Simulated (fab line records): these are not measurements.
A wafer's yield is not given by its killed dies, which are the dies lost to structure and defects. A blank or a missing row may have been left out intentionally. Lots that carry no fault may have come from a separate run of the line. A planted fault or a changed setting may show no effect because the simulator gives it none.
A struck lot beside a sound one ; flow n5 finfet ; 38 out of 1938 route steps
Sound: the wafers L642.1, L642.2, L642.5. Struck: wafer L634.4. (L634.5 of the same lot was not struck and is left out.) The cause comes at the end.
Order at every step that has rows: each side's tool, ch and its chambers, its first start. Under that, the readings that differ: sound wafers ; struck wafers ; difference of the means ; sigmas: that difference in standard deviations of wafers without a fault.
alike: a reading whose means differ by less than 2 such deviations, as well as words and numbers matching on both sides. not compared: withheld readings; readings where some wafer has no value; bounds like >300 that might hide an equal value; numbers whose values overlap and for which the record gives no deviation.
Wherever a step has rows on one side only, a row that says differs or no value, or a row with sigmas, the two part there. Numbers that don't overlap but have no deviation are shown without sigmas and don't part them. Lack of a reading on every wafer of one side parts them only where that side has two or more wafers.

first, 9 steps without rows for these wafers: N5_BEOL_M7_DESCUM_33 (chemistry O2, time 7 s); N5_BEOL_M7_ETCH_72 (etches underlayer in N2/H2, target depth 6.5 nm, time 5.2 s); N5_BEOL_M7_ETCH_65 (etches SiARC in CF4, target depth 15.6 nm, time 26 s); N5_BEOL_M7_ETCH_66 (etches SOC in N2/H2, target depth 80 nm, overetch 16 nm, time 120 s); N5_BEOL_M7_STRIP_69 (strips in N2/H2); N5_BEOL_M7_STRIP_73 (strips in N2/H2); N5_BEOL_M7_VIA_ETCH_34 (etches SiCOH lowk in C4F6/O2, target depth 125.5 nm, time 50.5 s); N5_BEOL_M7_STRIP_76 (strips in C4F6/O2); N5_BEOL_M7_STRIP_36 (strips in N2/H2).
N5_BEOL_M7_TRENCH_ETCH_37: etches SiCOH lowk in C4F6/O2, target depth 93.478 nm, time 31.2 s.
  sound on rie diel-02 ch 1,2,3, day 14 06:44; struck on rie diel-02 ch 3, day 11 18:05
reading;sound;struck;difference;sigmas
model.etch.depth nm (nm);90.87 91.99 91.36;134;+43;
model.BEOL_M7.feature depth nm (nm);90.8 92 91.4;134;+43;
model.TiN_of_BEOL_M7_HM_DEP_02.thk nm (nm);17.4 17.6 17.4;16;-1;
  alike: O2_flow_sccm, bias w, drypump motor current A, oes_o_777_au, oes product au, rf vpp V, showerhead plenum p Torr, throttle valve pct
  not compared: rf hours counter h
then, 2 steps without rows for these wafers: N5_BEOL_M7_ETCH_41 (etches SiCN in CH3F/O2, target depth 31.9 nm, time 57.8 s); N5_BEOL_M7_STRIP_80 (strips in N2/H2, time 10 s).
N5_BEOL_M7_OCD_MEAS_38:
  struck on ocd-02, day 11 18:14; sound on ocd-01, day 14 06:53
reading;sound;struck;difference;sigmas
trench depth nm (nm);91.1 91.6 91.2;134.0;+42.7;+28
then, 13 steps without rows for these wafers: N5_BEOL_M7_HM_STRIP_39 (strips TiN in peroxide tin strip, target depth 25 nm, time 158 s); N5_BEOL_M7_SRD_40 (time 30 s); N5_BEOL_M7_PRECLEAN_42 (cleans in residue remover, time 60 s); N5_BEOL_M7_SRD_43 (time 30 s); N5_BEOL_M7_CURE_75 (cures SiCOH lowk, time 120 s); N5_BEOL_M7_DEGAS_44 (time 60 s); N5_BEOL_M7_PRE_CLEAN_45 (time 30 s); N5_BEOL_M7_ALD_77 (deposits TaN, target thk 2 nm, pulse time 2 s, purge time 3 s); N5_BEOL_M7_SURFACE_TREAT_79; N5_BEOL_M7_CVD_78 (deposits Co from CCTBA/H2, target thk 2 nm, time 142.3 s); N5_BEOL_M7_SPUTTER_48 (material Cu, target thk 10 nm, time 1.667 s); N5_BEOL_M7_ECD_50 (material Cu, target thk 300 nm); N5_BEOL_M7_ANNEAL_51 (time 90 s).
N5_BEOL_M7_CMP_52: polishes, stops on SiCOH lowk, t overpolish 6.9 s, target thk 80 nm.
  sound on cmp-01 ch 0,1, day 14 12:47; struck on cmp-02 ch 3, day 11 22:28
reading;sound;struck;difference;sigmas
model.Cu_of_BEOL_M7_ECD_50.thk nm (nm);77.4 78.2 76.8;120.4;+42.9;
  alike: motor current A
N5_BEOL_M7_THK_MEAS_53: measures by xrf.
  struck on film metro-01, day 11 22:43; sound on film metro-01, day 14 13:03
reading;sound;struck;difference;sigmas
M7_THK (nm);76.3 76.6 75.0;119.1;+43.1;+23
then, 2 steps without rows for these wafers: N5_BEOL_M7_PRE_CLEAN_55 (time 15 s); N5_BEOL_M7_DEP_56 (deposits SiCN from 3MS/NH3, target thk 10 nm, time 17.5 s).
N5_BEOL_M7_RS_MEAS_57: the measuring method here is four-point-probe.
  struck on film metro-01, day 11 22:53; sound on film metro-01, day 14 13:11
reading;sound;struck;difference;sigmas
M7_RS (ohm/sq);0.296 0.293 0.300;0.179;-0.117;-15
then, 5 steps without rows for these wafers: N5_BEOL_M8_ILD_DEP_00 (deposits SiCOH lowk from DEMS/porogen, target thk 179.75 nm, time 33.4 s); N5_BEOL_M8_CURE_74 (cures SiCOH lowk, time 240 s); N5_BEOL_M8_PECVD_70 (deposits SiO2 from TEOS/O2, target thk 20 nm, time 22.7 s); N5_BEOL_M8_HM_DEP_02 (deposits TiN, target thk 20 nm); N5_BEOL_M8_COAT_59 (time 60 s, resist thk 100 nm).
-- here the record skips 2 days between the struck wafers' starts before and after, leaving off in module BEOL_M8 and picking up in module BEOL_M15 (first step shown: number 1830 of the route) --
N5_BEOL_M15_RC_MEAS_101:
  sound on prober-01 ch 0, day 17 02:02; struck on prober-01 ch 0, day 14 08:52
reading;sound;struck;difference;sigmas
COMB_M12 (S/m);5.8e-12 6.1e-12 7.4e-12;1.03e-11;+3.87e-12;+3
SERP_M7 (ohm/um);14.2 14.1 14.3;9.0;-5.2;-10
SERP_M7_max_site (ohm/um);14.5 14.8 15.0;9.4;-5.4;-9
  alike: COMB_M10, COMB_M11, COMB_M13, COMB_M13_max_site, COMB_M14, COMB_M15, COMB_M5, COMB_M6, COMB_M8, COMB_M9, SERP_M10, SERP_M11, SERP_M12, SERP_M13, SERP_M14, SERP_M5, SERP_M6, SERP_M6_max_site, SERP_M8, SERP_M9
N5_PASSIVATION_PROBE_49:
  rows exist in the record for the sound wafers here (prober-01, day 17 16:40), none for the struck ones

## WHERE THEY PART
Last at N5_PASSIVATION_PROBE_49 as far as this record goes, first at N5_BEOL_M7_OCD_MEAS_38.

WHY: the cause the simulator had injected
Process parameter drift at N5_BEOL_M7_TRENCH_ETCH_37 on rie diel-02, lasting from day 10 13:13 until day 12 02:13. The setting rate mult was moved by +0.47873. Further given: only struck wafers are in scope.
